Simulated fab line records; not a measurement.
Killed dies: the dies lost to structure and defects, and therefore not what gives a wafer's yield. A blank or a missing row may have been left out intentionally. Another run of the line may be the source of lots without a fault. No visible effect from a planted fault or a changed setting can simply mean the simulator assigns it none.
Matching of chambers ; flow nand_harc ; NHARC_A_CHANNEL_FILL_D2_ALD_16 on ald_hk-04 has 4 sister chambers
The step deposits SiO2, target thk 1.5 nm, pulse time 10 s, ald cycles 15. 16 wafers are shown with their chamber, then 8 later ones without.

== WAFERS, EACH WITH ITS CHAMBER ==
wafer;chamber;heater_power_w (W);precursor_pulse_height_rel
L074.1;1;456;0.992
L074.4;2;445;0.996
L074.6;3;490;0.990
L075.2;1;466;1.001
L075.5;2;435;1.000
L075.6;3;481;0.993
L080.1;3;483;0.996
L080.3;2;465;0.983
L080.5;0;615;0.978
L089.1;0;594;0.994
L089.3;1;486;1.009
L089.6;2;467;0.992
L091.1;3;451;0.995
L091.2;0;597;0.956
L091.3;1;479;1.016
L092.4;1;489;1.025

SIGNATURES, as means of the wafers listed above
reading;chamber 0;chamber 1;chamber 2;chamber 3;scatter within a chamber
heater_power_w;602.00;475.20;453.00;476.25;14.9
precursor_pulse_height_rel;0.97600;1.00860;0.99275;0.99350;0.0114
Rule: distance of a wafer from a chamber = root of the sum over the readings of ((wafer's reading minus chamber's mean) / reading's scatter) squared. If the next closest chamber is less than 2 further off than the closest, the wafer can't be placed; otherwise it belongs to the closest. How the scatter is found: for the shown wafers, subtract from each reading the mean of its chamber, square and add these, divide the total by (wafers less chambers), then take the root.

== WAFERS MISSING THEIR CHAMBER ==
wafer;heater_power_w (W);precursor_pulse_height_rel
L092.5;479;1.005
L092.6;580;1.013
L095.3;606;1.024
L095.5;482;0.980
L095.6;467;1.030
L097.1;470;1.006
L097.2;577;1.025
L097.5;576;1.011

== WHICH CHAMBER EACH ONE RAN IN ==
wafer;from the rows above;in truth
L092.5;can't be placed: 1 or 3 or 2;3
L092.6;0;0
L095.3;0;0
L095.5;can't be placed: 3 or 2 or 1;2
L095.6;can't be placed: 1 or 3 or 2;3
L097.1;can't be placed: 1 or 3 or 2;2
L097.2;0;0
L097.5;0;0
Correctly placed: 4 of 8. Can't be placed from these rows: 4 (the true chamber is among the candidates in 4). Number placed wrongly: 0.
